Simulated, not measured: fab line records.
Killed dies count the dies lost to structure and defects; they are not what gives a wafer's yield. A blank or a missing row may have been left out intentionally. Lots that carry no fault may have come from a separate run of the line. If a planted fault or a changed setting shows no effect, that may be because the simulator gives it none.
fab line records	flow n5Finfet
[record] lots = 24	wafers = 72	lastDay = 18
route steps=1938 shown BEOL_M3@1005 BEOL_M4@1024 BEOL_M5@1126
lots that met no fault: taken from a fault-free run of the same line
startH: start of the lot's first displayed wafer, in hours after the record's first day	waitH: how many hours have passed since the lot's step before this one	" repeats the value in the row above	L1.1+2: a row that stands for several wafers	- value missing, or start not given	* or withheld: withheld	< > ~ a bound
route shown NAME@n: names a module that has steps shown in the file, with the first one's number in the route	usual: mean/standard deviation of fault-free wafers	same: alike in all rows	chamber/n: place in a boat	sites: per-site readings	_std_site: their standard deviation	_edge_site: outer sites' mean less inner sites'	radiusMm: for every site, how far away it sits from the centre of the wafer	mask NAME#n: copy n	behind: the last tool/chamber to shape the wafer	hold: why the lot went on hold/how many hours it stayed there/how the hold came to an end	device: the transistor (n, p or np) that didn't switch	end of line: the tests these same wafers got at the end of their route	for a step that has no rows: nothing shown but its recipe	killed: dies that structure and defects cost at the first sort, which is not the same as the wafer's yield	map: per-die view of a wafer (x killed, . not killed, _ where there is no die)
set.NAME: the setting as run; set.NAME@STEP: as run at that earlier step	model.NAME: the simulator's own value behind a step, which no gauge read
a sample of lots followed through the steps of the route, with each step as a table and each wafer as a row
services: the hour from which a tool's chamber was out of use, counted from the record's first day as startH (under 0 if before that day), plus the number of hours and why
[[steps]]
[step N5_BEOL_M3_ANNEAL_91]
[recipe] tempC = 400	timeS = 240	ambient = vacuum
[usual] heaterPowerW = 824/110
lot.wafer	tool	chamber	startH	waitH	heaterPowerW
L074.1	pvdSputter-02	-	150.78	0.0	772
L074.3	"	-	"	"	1066
L074.6	"	-	"	"	751
L075.1	pvdSputter-01	-	163.17	0.0	821
L075.3	"	-	"	"	746
L075.4	"	-	"	"	795
L076.1	pvdSputter-01	-	180.82	0.0	917
L076.3	"	-	"	"	820
L076.6	"	-	"	"	806
L077.1	pvdSputter-02	-	181.53	0.0	726
L077.3	"	-	"	"	774
L077.6	"	-	"	"	1039
L078.2	pvdSputter-01	-	187.31	0.0	810
L078.4	"	-	"	"	935
L078.5	"	-	"	"	801
L079.1	pvdSputter-03	-	188.02	0.0	977
L079.3	"	-	"	"	874
L079.4	"	-	"	"	758
L080.2	pvdSputter-02	-	193.78	0.0	743
L080.4	"	-	"	"	734
L080.5	"	-	"	"	735
L081.1	pvdSputter-01	-	200.76	0.0	942
L081.4	"	-	"	"	750
L081.5	"	-	"	"	760
L082.1	pvdSputter-03	-	211.98	0.0	879
L082.3	"	-	"	"	739
L082.5	"	-	"	"	868
L083.1	pvdSputter-01	-	214.91	0.0	792
L083.5	"	-	"	"	754
L083.6	"	-	"	"	804
L085.3	pvdSputter-01	-	219.35	0.0	937
L085.5	"	-	"	"	757
L085.6	"	-	"	"	787
L084.2	pvdSputter-03	-	219.72	0.0	961
L084.3	"	-	"	"	857
L084.5	"	-	"	"	936
L086.1	pvdSputter-02	-	239.68	0.0	738
L086.3	"	-	"	"	759
L086.4	"	-	"	"	812
L087.2	pvdSputter-03	-	240.05	0.0	737
L087.3	"	-	"	"	696
L087.5	"	-	"	"	760
L089.1	pvdSputter-03	-	247.72	0.0	764
L089.5	"	-	"	"	973
L089.6	"	-	"	"	690
L088.1	pvdSputter-02	-	255.15	0.0	735
L088.4	"	-	"	"	750
L088.5	"	-	"	"	761
L091.3	pvdSputter-01	-	257.68	0.0	784
L091.4	"	-	"	"	737
L091.6	"	-	"	"	801
L090.1	pvdSputter-02	-	260.81	0.0	781
L090.3	"	-	"	"	763
L090.5	"	-	"	"	1068
L093.3	pvdSputter-03	-	270.54	0.0	736
L093.4	"	-	"	"	700
L093.6	"	-	"	"	852
L092.3	pvdSputter-01	-	270.65	0.0	795
L092.4	"	-	"	"	793
L092.6	"	-	"	"	934
L094.1	pvdSputter-02	-	287.33	0.0	791
L094.5	"	-	"	"	788
L094.6	"	-	"	"	713
L095.2	pvdSputter-03	-	287.76	0.0	754
L095.4	"	-	"	"	943
L095.6	"	-	"	"	735
L096.1	pvdSputter-02	-	291.01	0.0	715
L096.5	"	-	"	"	713
L096.6	"	-	"	"	776
L097.1	pvdSputter-02	-	306.50	0.0	1083
L097.2	"	-	"	"	767
L097.3	"	-	"	"	709
[step N5_BEOL_M4_HM_DEP_02]
[recipe] material = TiN	targetThkA = 200	tempC = 25	chamberPressurePa = 0.49996
[usual] throttleValvePct = 30.4/1.3
lot.wafer	tool	chamber	startH	waitH	throttleValvePct
L074.1	pvdSputter-01	-	154.63	0.9	31.2
L074.3	"	-	"	"	28.3
L074.6	"	-	"	"	30.1
L075.1	pvdSputter-01	-	174.48	0.0	28.4
L075.3	"	-	"	"	31.4
L075.4	"	-	"	"	30.3
L076.1	pvdSputter-01	-	186.03	0.5	32.2
L076.3	"	-	"	"	30.2
L076.6	"	-	"	"	32.3
L077.1	pvdSputter-03	-	186.56	0.7	28.9
L077.3	"	-	"	"	28.7
L077.6	"	-	"	"	32.3
L078.2	pvdSputter-01	-	191.46	1.2	29.9
L078.4	"	-	"	"	28.6
L078.5	"	-	"	"	28.5
L079.1	pvdSputter-02	-	191.54	1.0	30.9
L079.3	"	-	"	"	31.0
L079.4	"	-	"	"	29.0
L080.2	pvdSputter-03	-	198.11	2.5	31.8
L080.4	"	-	"	"	28.5
L080.5	"	-	"	"	31.6
L081.1	pvdSputter-01	-	203.32	0.7	32.0
L081.4	"	-	"	"	30.2
L081.5	"	-	"	"	31.3
L082.1	pvdSputter-01	-	215.87	1.6	31.4
L082.3	"	-	"	"	30.0
L082.5	"	-	"	"	31.5
L083.1	pvdSputter-01	-	216.89	0.0	31.5
L083.5	"	-	"	"	28.1
L083.6	"	-	"	"	29.9
L085.3	pvdSputter-01	-	221.39	0.2	28.3
L085.5	"	-	"	"	28.4
L085.6	"	-	"	"	31.4
L084.2	pvdSputter-02	-	221.64	0.1	29.0
L084.3	"	-	"	"	30.7
L084.5	"	-	"	"	30.8
L086.1	pvdSputter-01	-	244.62	3.0	31.4
L086.3	"	-	"	"	30.3
L086.4	"	-	"	"	28.3
L087.2	pvdSputter-01	-	244.86	2.9	31.3
L087.3	"	-	"	"	32.1
L087.5	"	-	"	"	32.1
L089.1	pvdSputter-01	-	249.62	0.0	28.4
L089.5	"	-	"	"	28.3
L089.6	"	-	"	"	30.3
L088.1	pvdSputter-02	-	258.19	1.2	30.6
L088.4	"	-	"	"	28.9
L088.5	"	-	"	"	30.4
L091.3	pvdSputter-02	-	259.53	0.0	30.8
L091.4	"	-	"	"	30.1
L091.6	"	-	"	"	28.7
L090.1	pvdSputter-03	-	263.65	1.0	31.7
L090.3	"	-	"	"	28.6
L090.5	"	-	"	"	31.4
L093.3	pvdSputter-03	-	272.94	0.6	29.0
L093.4	"	-	"	"	31.6
L093.6	"	-	"	"	29.0
L092.3	pvdSputter-03	-	273.04	0.6	29.0
L092.4	"	-	"	"	31.7
L092.6	"	-	"	"	29.2
L094.1	pvdSputter-02	-	292.35	3.2	30.3
L094.5	"	-	"	"	29.1
L094.6	"	-	"	"	31.0
L096.1	pvdSputter-01	-	293.28	0.3	28.6
L096.5	"	-	"	"	30.3
L096.6	"	-	"	"	28.3
L095.2	pvdSputter-03	-	302.49	4.1	31.9
L095.4	"	-	"	"	28.9
L095.6	"	-	"	"	31.3
L097.1	pvdSputter-03	-	308.53	0.1	28.9
L097.2	"	-	"	"	32.4
L097.3	"	-	"	"	28.5
[step N5_BEOL_M4_VIA_ETCH_34]
[recipe] chemistry = C4F6/O2	targetDepthA = 694	maskMaterial = SOC	pressureMtorr = 15	ionEnergyEv = 250	taperDeg = 4	timeS = 65.9	sourceW = 350	biasW = 170	Ar_flow_sccm = 300	C4F6_flow_sccm = 10	O2_flow_sccm = 10
[usual] drypumpMotorCurrentA = 5.8/0.53	oes_ar_750_au = 0.81/0.082	oes_o_777_au = 0.81/0.081	oesProductAu = 0.81/0.086	rfVppV = 665/12	showerheadPlenumPTorr = 2.91/0.086	throttleValvePct = 30.63/0.26
lot.wafer	tool	chamber	startH	waitH	drypumpMotorCurrentA	oes_ar_750_au	oes_o_777_au	oesProductAu	rfHoursCounterH	rfVppV	showerheadPlenumPTorr	throttleValvePct
L074.1	rieDiel-06	1	160.92	0.0	6.6	0.72	0.74	0.71	199	689	2.93	30.66
L074.3	"	0	"	"	5.7	0.69	0.67	0.70	213	687	2.94	30.95
L074.6	"	0	"	"	5.7	0.68	0.67	0.69	-	687	2.94	30.94
L075.1	rieDiel-01	2	176.52	0.0	5.2	0.86	0.85	0.86	53	670	3.01	30.64
L075.3	"	0	"	"	6.3	0.77	0.75	0.77	-	666	2.98	30.44
L075.4	"	2	"	"	5.2	0.86	0.85	0.86	-	671	3.00	30.66
L076.1	rieDiel-03	1	189.01	0.0	5.5	0.73	0.77	0.72	184	664	2.91	30.54
L076.3	"	2	"	"	5.0	0.83	0.85	0.82	75	654	2.90	31.22
L076.6	"	0	"	"	5.2	0.88	0.86	0.89	-	675	2.87	30.32
L077.1	rieDiel-01	1	191.02	0.0	5.7	0.67	0.67	0.66	251	641	2.71	30.60
L077.3	"	0	"	"	6.3	0.76	0.75	0.76	117	667	2.97	30.44
L077.6	"	0	"	"	6.3	0.77	0.76	0.76	-	667	2.97	30.44
L078.2	rieDiel-03	1	194.09	0.0	5.5	0.73	0.76	0.72	185	666	2.91	30.53
L078.4	"	2	"	"	5.0	0.82	0.85	0.81	76	653	2.90	31.22
L078.5	"	0	"	"	5.2	0.88	0.87	0.88	-	673	2.86	30.34
L079.1	rieDiel-01	2	194.13	0.0	5.2	0.86	0.84	0.86	60	669	3.00	30.66
L079.3	"	1	"	"	5.8	0.67	0.67	0.66	252	642	2.71	30.60
L079.4	"	1	"	"	5.8	0.67	0.67	0.66	-	641	2.71	30.60
L080.2	rieDiel-01	0	212.13	0.0	6.4	0.75	0.74	0.75	126	667	2.97	30.45
L080.4	"	1	"	"	5.8	0.67	0.66	0.65	-	640	2.71	30.61
L080.5	"	2	"	"	5.2	0.84	0.82	0.84	-	670	3.00	30.65
L081.1	rieDiel-03	3	212.26	0.0	5.9	0.81	0.84	0.81	111	657	2.76	30.93
L081.4	"	1	"	"	5.5	0.72	0.76	0.71	193	664	2.91	30.55
L081.5	"	1	"	"	5.5	0.72	0.76	0.71	-	664	2.91	30.55
L082.1	rieDiel-01	3	220.48	0.0	6.5	0.95	0.98	0.96	4	676	2.89	30.32
L082.3	"	0	"	"	6.4	0.75	0.75	0.75	130	666	2.97	30.44
L082.5	"	3	"	"	6.6	0.96	0.97	0.96	-	676	2.89	30.31
L083.1	rieDiel-03	2	220.65	0.0	5.0	0.81	0.83	0.81	87	654	2.90	31.24
L083.5	"	3	"	"	6.0	0.80	0.82	0.81	-	658	2.76	30.93
L083.6	"	0	"	"	5.2	0.86	0.84	0.88	-	673	2.86	30.35
L084.2	rieDiel-01	0	227.56	0.0	6.3	0.75	0.75	0.75	134	668	2.97	30.46
L084.3	"	3	"	"	6.6	0.93	0.96	0.94	7	676	2.89	30.32
L084.5	"	2	"	"	5.2	0.83	0.82	0.83	-	670	2.99	30.67
L085.3	rieDiel-03	2	228.85	0.0	5.0	0.81	0.83	0.80	90	652	2.90	31.23
L085.5	"	2	"	"	5.0	0.81	0.83	0.80	-	652	2.90	31.24
L085.6	"	1	"	"	5.5	0.72	0.75	0.71	-	664	2.91	30.55
L086.1	rieDiel-03	0	248.65	0.0	5.2	0.84	0.83	0.84	56	672	2.85	30.37
L086.3	"	1	"	"	5.5	0.71	0.75	0.70	208	666	2.90	30.57
L086.4	"	2	"	"	5.0	0.80	0.83	0.79	98	651	2.89	31.25
L087.2	rieDiel-01	2	251.22	0.0	5.3	0.82	0.81	0.82	86	668	2.99	30.68
L087.3	"	0	"	"	6.3	0.74	0.74	0.74	144	666	2.96	30.48
L087.5	"	3	"	"	6.6	0.91	0.94	0.92	-	678	2.89	30.33
L089.1	rieDiel-01	2	255.38	0.0	5.2	0.81	0.82	0.81	88	671	2.99	30.67
L089.5	"	3	"	"	6.6	0.90	0.92	0.90	-	677	2.88	30.33
L089.6	"	2	"	"	5.2	0.81	0.81	0.82	-	669	2.99	30.67
L091.3	rieDiel-01	1	263.16	0.0	5.8	0.96	0.95	0.94	15	652	3.05	30.49
L091.4	"	0	"	"	6.3	0.74	0.72	0.72	150	667	2.96	30.47
L091.6	"	1	"	"	5.7	0.95	0.95	0.95	-	652	3.05	30.48
L088.1	rieDiel-06	2	263.20	0.0	6.3	0.96	0.94	0.96	12	648	2.79	30.35
L088.4	"	1	"	"	6.6	0.70	0.71	0.70	232	689	2.92	30.67
L088.5	"	3	"	"	5.3	0.89	0.91	0.90	-	654	3.01	30.68
L090.1	rieDiel-03	3	273.22	0.0	5.9	0.78	0.80	0.78	135	658	2.75	30.96
L090.3	"	1	"	"	5.5	0.71	0.75	0.69	218	666	2.90	30.58
L090.5	"	2	"	"	5.0	0.78	0.81	0.78	-	653	2.89	31.26
L093.3	rieDiel-01	2	281.74	0.0	5.2	0.80	0.80	0.80	98	669	2.98	30.68
L093.4	"	1	"	"	5.8	0.93	0.92	0.92	22	651	3.04	30.49
L093.6	"	3	"	"	6.6	0.87	0.91	0.89	-	677	2.88	30.35
L092.3	rieDiel-06	1	285.19	0.0	6.6	0.69	0.71	0.69	240	689	2.91	30.71
L092.4	"	2	"	"	6.3	0.93	0.92	0.94	-	649	2.79	30.36
L092.6	"	3	"	"	5.4	0.88	0.90	0.87	-	656	3.01	30.69
L094.1	rieDiel-06	3	297.11	0.0	5.4	0.88	0.89	0.87	35	657	3.00	30.69
L094.5	"	1	"	"	6.6	0.69	0.70	0.70	-	689	2.91	30.70
L094.6	"	2	"	"	6.3	0.92	0.92	0.93	-	647	2.79	30.36
L096.1	rieDiel-01	3	307.43	0.0	6.6	0.86	0.88	0.86	40	677	2.88	30.35
L096.5	"	2	"	"	5.2	0.80	0.80	0.79	-	670	2.98	30.69
L096.6	"	1	"	"	5.7	0.92	0.91	0.91	-	652	3.04	30.48
L095.2	rieDiel-03	3	307.46	0.0	5.9	0.77	0.79	0.78	148	657	2.75	30.98
L095.4	"	1	"	"	5.5	0.70	0.73	0.69	-	665	2.89	30.59
L095.6	"	3	"	"	5.9	0.78	0.79	0.77	-	658	2.75	30.95
L097.1	rieDiel-06	0	314.87	0.0	5.8	0.95	0.94	0.97	6	688	2.92	30.68
L097.2	"	3	"	"	5.4	0.86	0.88	0.87	42	655	3.00	30.69
L097.3	"	2	"	"	6.3	0.92	0.90	0.92	30	647	2.79	30.37
[step N5_BEOL_M4_TRENCH_ETCH_37]
[recipe] chemistry = C4F6/O2	targetDepthA = 555.55	target = SiOC	timeS = 29.2	ionEnergyEv = 250	pressureMtorr = 30	sourceW = 355	biasW = 185	Ar_flow_sccm = 300	C4F6_flow_sccm = 10	O2_flow_sccm = 10
[usual] drypumpMotorCurrentA = 5.8/0.53	oes_ar_750_au = 0.81/0.083	oes_o_777_au = 0.81/0.082	oesProductAu = 0.81/0.086	rfVppV = 665/12	showerheadPlenumPTorr = 2.91/0.086	throttleValvePct = 20.76/0.21
lot.wafer	tool	chamber	startH	waitH	drypumpMotorCurrentA	oes_ar_750_au	oes_o_777_au	oesProductAu	rfHoursCounterH	rfVppV	showerheadPlenumPTorr	throttleValvePct
L074.1	rieDiel-06	1	-	-	6.6	0.72	0.74	0.74	199	689	2.94	20.84
L074.3	"	0	"	"	5.7	0.68	0.67	0.70	213	689	2.95	20.91
L074.6	"	0	"	"	5.7	0.68	0.67	0.70	-	689	2.95	20.93
L075.1	rieDiel-01	2	-	-	5.2	0.86	0.85	0.86	53	670	3.01	20.66
L075.3	"	0	"	"	6.3	0.77	0.76	0.76	-	668	2.98	20.69
L075.4	"	2	"	"	5.2	0.86	0.84	0.86	-	670	3.01	20.64
L076.1	rieDiel-03	1	-	-	5.5	0.73	0.76	0.71	184	665	2.92	20.76
L076.3	"	2	"	"	5.0	0.82	0.86	0.82	75	653	2.91	21.21
L076.6	"	0	"	"	5.2	0.88	0.85	0.89	-	674	2.87	20.48
L077.1	rieDiel-01	1	-	-	5.8	0.67	0.67	0.66	251	641	2.72	20.86
L077.3	"	0	"	"	6.3	0.76	0.75	0.76	117	667	2.98	20.71
L077.6	"	0	"	"	6.3	0.77	0.76	0.76	-	667	2.98	20.70
L078.2	rieDiel-03	1	-	-	5.5	0.73	0.76	0.72	185	665	2.92	20.77
L078.4	"	2	"	"	5.0	0.83	0.86	0.82	76	653	2.91	21.22
L078.5	"	0	"	"	5.2	0.87	0.85	0.88	-	674	2.87	20.49
L079.1	rieDiel-01	2	-	-	5.2	0.85	0.84	0.85	60	669	3.01	20.67
L079.3	"	1	"	"	5.7	0.68	0.67	0.66	252	641	2.72	20.85
L079.4	"	1	"	"	5.7	0.67	0.67	0.66	-	641	2.72	20.85
L080.2	rieDiel-01	0	-	-	6.3	0.75	0.75	0.76	126	667	2.97	20.73
L080.4	"	1	"	"	5.8	0.67	0.66	0.66	-	641	2.71	20.84
L080.5	"	2	"	"	5.2	0.85	0.83	0.84	-	669	3.00	20.68
L081.1	rieDiel-03	3	-	-	5.9	0.81	0.83	0.80	111	659	2.77	21.01
L081.4	"	1	"	"	5.5	0.73	0.76	0.72	193	663	2.91	20.78
L081.5	"	1	"	"	5.5	0.73	0.76	0.72	-	664	2.91	20.77
L082.1	rieDiel-01	3	-	-	6.5	0.95	0.98	0.96	4	677	2.90	20.47
L082.3	"	0	"	"	6.3	0.75	0.74	0.74	130	670	2.97	20.71
L082.5	"	3	"	"	6.5	0.95	0.98	0.96	-	676	2.90	20.47
L083.1	rieDiel-03	2	-	-	5.0	0.81	0.84	0.81	87	653	2.90	21.23
L083.5	"	3	"	"	6.0	0.80	0.82	0.80	-	658	2.77	21.02
L083.6	"	0	"	"	5.2	0.85	0.83	0.87	-	674	2.86	20.49
L084.2	rieDiel-01	0	-	-	6.3	0.76	0.74	0.75	134	667	2.97	20.73
L084.3	"	3	"	"	6.6	0.95	0.97	0.94	7	676	2.89	20.50
L084.5	"	2	"	"	5.2	0.83	0.82	0.83	-	671	3.00	20.69
L085.3	rieDiel-03	2	-	-	5.0	0.81	0.84	0.81	90	652	2.90	21.23
L085.5	"	2	"	"	5.0	0.81	0.84	0.80	-	653	2.90	21.23
L085.6	"	1	"	"	5.5	0.72	0.76	0.70	-	665	2.91	20.78
L086.1	rieDiel-03	0	-	-	5.2	0.85	0.81	0.85	56	675	2.86	20.51
L086.3	"	1	"	"	5.5	0.72	0.75	0.71	208	665	2.91	20.81
L086.4	"	2	"	"	5.0	0.80	0.83	0.80	98	653	2.90	21.24
L087.2	rieDiel-01	2	-	-	5.2	0.82	0.80	0.82	86	668	2.99	20.70
L087.3	"	0	"	"	6.3	0.74	0.73	0.73	145	667	2.96	20.74
L087.5	"	3	"	"	6.6	0.91	0.93	0.92	-	674	2.89	20.50
L089.1	rieDiel-01	2	-	-	5.2	0.82	0.80	0.82	88	669	2.99	20.72
L089.5	"	3	"	"	6.6	0.90	0.93	0.92	-	675	2.89	20.51
L089.6	"	2	"	"	5.2	0.82	0.81	0.82	-	670	2.99	20.72
L091.3	rieDiel-01	1	-	-	5.7	0.96	0.95	0.95	15	651	3.05	20.54
L091.4	"	0	"	"	6.3	0.74	0.72	0.74	150	669	2.96	20.76
L091.6	"	1	"	"	5.8	0.95	0.95	0.96	-	652	3.05	20.55
L088.1	rieDiel-06	2	-	-	6.3	0.96	0.94	0.95	12	648	2.80	20.55
L088.4	"	1	"	"	6.6	0.70	0.72	0.70	232	689	2.92	20.89
L088.5	"	3	"	"	5.4	0.90	0.92	0.90	-	655	3.01	20.72
L090.1	rieDiel-03	3	-	-	6.0	0.79	0.80	0.79	135	658	2.76	21.03
L090.3	"	1	"	"	5.5	0.71	0.74	0.69	218	664	2.90	20.80
L090.5	"	2	"	"	5.0	0.79	0.83	0.79	-	652	2.89	21.27
L093.3	rieDiel-01	2	-	-	5.2	0.81	0.79	0.80	98	669	2.99	20.71
L093.4	"	1	"	"	5.8	0.94	0.93	0.93	22	652	3.05	20.56
L093.6	"	3	"	"	6.6	0.88	0.91	0.88	-	677	2.88	20.53
L092.3	rieDiel-06	1	-	-	6.6	0.69	0.71	0.70	240	688	2.92	20.91
L092.4	"	2	"	"	6.3	0.94	0.92	0.94	-	647	2.80	20.58
L092.6	"	3	"	"	5.4	0.88	0.90	0.88	-	657	3.01	20.71
L094.1	rieDiel-06	3	-	-	5.4	0.87	0.89	0.87	35	655	3.01	20.73
L094.5	"	1	"	"	6.6	0.69	0.71	0.70	-	688	2.92	20.93
L094.6	"	2	"	"	6.3	0.92	0.91	0.92	-	648	2.79	20.56
L096.1	rieDiel-01	3	-	-	6.5	0.86	0.89	0.87	40	676	2.88	20.54
L096.5	"	2	"	"	5.2	0.80	0.78	0.80	-	668	2.98	20.73
L096.6	"	1	"	"	5.8	0.92	0.90	0.91	-	652	3.04	20.57
L095.2	rieDiel-03	3	-	-	6.0	0.77	0.80	0.78	148	658	2.75	21.07
L095.4	"	1	"	"	5.5	0.70	0.73	0.69	-	665	2.89	20.84
L095.6	"	3	"	"	6.0	0.78	0.80	0.77	-	658	2.75	21.06
L097.1	rieDiel-06	0	-	-	5.7	0.95	0.94	0.96	6	688	2.93	20.60
L097.2	"	3	"	"	5.4	0.86	0.88	0.86	42	656	3.01	20.74
L097.3	"	2	"	"	6.3	0.92	0.90	0.92	30	648	2.79	20.61
[step N5_BEOL_M4_THK_MEAS_53]
[recipe] thkMeasGauge = xrf	reads = Cu_of_BEOL_M4_ECD_50
[usual] M4_THK = 39.7/1.7
lot.wafer	tool	chamber	startH	waitH	M4_THK[nm]
L074.1	filmMetro-02	-	175.56	-	39.9
L074.3	"	-	"	"	38.6
L074.6	"	-	"	"	40.2
L075.1	filmMetro-01	-	184.74	-	40.6
L075.3	"	-	"	"	40.2
L075.4	"	-	"	"	41.3
L076.1	filmMetro-01	-	193.82	-	38.4
L076.3	"	-	"	"	40.6
L076.6	"	-	"	"	38.2
L077.1	filmMetro-01	-	194.87	-	35.1
L077.3	"	-	"	"	38.1
L077.6	"	-	"	"	37.5
L079.1	filmMetro-01	-	198.10	-	42.4
L079.3	"	-	"	"	39.0
L079.4	"	-	"	"	38.3
L078.2	filmMetro-02	-	198.56	-	42.4
L078.4	"	-	"	"	40.2
L078.5	"	-	"	"	40.4
L080.2	filmMetro-01	-	216.21	-	39.5
L080.4	"	-	"	"	38.3
L080.5	"	-	"	"	40.5
L081.1	filmMetro-02	-	216.49	-	40.3
L081.4	"	-	"	"	40.4
L081.5	"	-	"	"	40.0
L083.1	filmMetro-01	-	224.33	-	38.4
L083.5	"	-	"	"	39.4
L083.6	"	-	"	"	38.3
L082.1	filmMetro-01	-	224.60	-	40.2
L082.3	"	-	"	"	36.9
L082.5	"	-	"	"	38.9
L084.2	filmMetro-02	-	231.99	-	40.8
L084.3	"	-	"	"	42.2
L084.5	"	-	"	"	41.5
L085.3	filmMetro-02	-	233.41	-	40.7
L085.5	"	-	"	"	40.2
L085.6	"	-	"	"	39.7
L086.1	filmMetro-01	-	252.58	-	40.2
L086.3	"	-	"	"	40.5
L086.4	"	-	"	"	40.2
L087.2	filmMetro-01	-	255.50	-	38.5
L087.3	"	-	"	"	37.8
L087.5	"	-	"	"	42.4
L089.1	filmMetro-02	-	260.08	-	40.3
L089.5	"	-	"	"	40.9
L089.6	"	-	"	"	40.3
L091.3	filmMetro-01	-	267.24	-	40.6
L091.4	"	-	"	"	35.4
L091.6	"	-	"	"	40.8
L088.1	filmMetro-02	-	267.33	-	40.3
L088.4	"	-	"	"	39.5
L088.5	"	-	"	"	40.6
L090.1	filmMetro-01	-	277.40	-	41.3
L090.3	"	-	"	"	39.3
L090.5	"	-	"	"	37.6
L093.3	filmMetro-01	-	285.72	-	40.3
L093.4	"	-	"	"	39.8
L093.6	"	-	"	"	39.7
L092.3	filmMetro-02	-	292.52	-	38.9
L092.4	"	-	"	"	40.1
L092.6	"	-	"	"	36.9
L094.1	filmMetro-02	-	304.74	-	35.2
L094.5	"	-	"	"	37.6
L094.6	"	-	"	"	38.4
L096.1	filmMetro-01	-	311.23	-	40.2
L096.5	"	-	"	"	41.7
L096.6	"	-	"	"	40.4
L095.2	filmMetro-01	-	311.57	-	38.3
L095.4	"	-	"	"	39.8
L095.6	"	-	"	"	38.4
L097.1	filmMetro-01	-	319.63	-	41.1
L097.2	"	-	"	"	37.4
L097.3	"	-	"	"	42.3
[step N5_BEOL_M5_CD_MEAS_11]
[recipe] targetCdNm = 27.74	landingEnergyEv = 500	detector = seInlens
[usual] cdNm = 27.97/0.25
lot.wafer	tool	chamber	startH	waitH	cdNm
L074.1	cdSem-03	0	177.90	-	27.63
L074.3	"	0	"	"	27.67
L074.6	"	0	"	"	27.86
L075.1	cdSem-01	0	188.60	-	28.29
L075.3	"	0	"	"	28.36
L075.4	"	0	"	"	28.01
L076.1	cdSem-03	0	198.55	-	27.56
L076.3	"	0	"	"	28.55
L076.6	"	0	"	"	27.56
L077.1	cdSem-03	0	198.75	-	28.09
L077.3	"	0	"	"	27.82
L077.6	"	0	"	"	27.64
L079.1	cdSem-03	0	202.43	-	27.82
L079.3	"	0	"	"	28.25
L079.4	"	0	"	"	28.01
L078.2	cdSem-03	0	202.60	-	28.22
L078.4	"	0	"	"	28.13
L078.5	"	0	"	"	27.85
L080.2	cdSem-02	0	221.03	-	27.62
L080.4	"	0	"	"	28.20
L080.5	"	0	"	"	28.29
L081.1	cdSem-01	0	221.22	-	27.89
L081.4	"	0	"	"	27.62
L081.5	"	0	"	"	27.73
L083.1	cdSem-02	0	228.46	-	28.43
L083.5	"	0	"	"	27.79
L083.6	"	0	"	"	28.43
L082.1	cdSem-03	0	228.90	-	28.17
L082.3	"	0	"	"	28.04
L082.5	"	0	"	"	28.17
L084.2	cdSem-03	0	236.58	-	27.73
L084.3	"	0	"	"	28.22
L084.5	"	0	"	"	27.94
L085.3	cdSem-02	0	236.86	-	28.45
L085.5	"	0	"	"	28.08
L085.6	"	0	"	"	27.76
L086.1	cdSem-01	0	255.29	-	27.66
L086.3	"	0	"	"	27.84
L086.4	"	0	"	"	27.91
L087.2	cdSem-02	0	258.77	-	28.13
L087.3	"	0	"	"	27.90
L087.5	"	0	"	"	28.01
L089.1	cdSem-02	0	263.07	-	27.99
L089.5	"	0	"	"	27.58
L089.6	"	0	"	"	27.55
L088.1	cdSem-01	0	271.71	-	27.59
L088.4	"	0	"	"	28.29
L088.5	"	0	"	"	28.29
L091.3	cdSem-03	0	271.96	-	28.30
L091.4	"	0	"	"	27.92
L091.6	"	0	"	"	27.94
L090.1	cdSem-03	0	281.13	-	27.80
L090.3	"	0	"	"	27.81
L090.5	"	0	"	"	27.82
L093.3	cdSem-03	0	292.67	-	28.04
L093.4	"	0	"	"	27.86
L093.6	"	0	"	"	27.56
L092.3	cdSem-01	0	295.55	-	28.27
L092.4	"	0	"	"	27.86
L092.6	"	0	"	"	27.74
L094.1	cdSem-03	0	308.42	-	27.63
L094.5	"	0	"	"	27.89
L094.6	"	0	"	"	28.32
L096.1	cdSem-02	0	314.77	-	28.34
L096.5	"	0	"	"	28.27
L096.6	"	0	"	"	28.51
L095.2	cdSem-01	0	314.96	-	28.13
L095.4	"	0	"	"	27.72
L095.6	"	0	"	"	27.66
L097.1	cdSem-02	0	324.38	-	27.83
L097.2	"	0	"	"	27.84
L097.3	"	0	"	"	27.84
[[services]]
tool	chamber	startH	hours	kind
pvdSputter-03	-	144.93	4.2	repair
rieDiel-06	2	169.03	5.1	repair
rieDiel-01	3	172.08	16.0	repair
rieDiel-01	1	175.77	9.0	repair
pvdSputter-03	-	178.36	1.0	repair
rieDiel-06	-	183.10	0.2	repair
rieDiel-03	3	184.82	4.3	repair
rieDiel-01	3	188.14	-	clean
rieDiel-01	3	188.14	-	consumableReplace:focusRing
rieDiel-01	3	188.14	25.6	scheduledDown
rieDiel-01	3	188.14	25.6	ventCycle
rieDiel-01	1	213.94	-	clean
rieDiel-01	1	213.94	-	consumableReplace:focusRing
rieDiel-01	1	213.94	-	consumableReplace:showerhead
rieDiel-01	1	213.94	18.5	scheduledDown
rieDiel-01	1	213.94	18.5	ventCycle
rieDiel-06	-	233.19	15.6	pm
rieDiel-06	3	251.02	9.4	repair
rieDiel-03	3	259.60	4.2	repair
rieDiel-06	0	263.94	4.2	repair
rieDiel-06	-	277.23	4.3	pm
rieDiel-01	0	287.50	1.8	repair
rieDiel-03	0	303.24	7.5	repair
rieDiel-06	2	309.91	2.8	repair
[[key]]
fault none
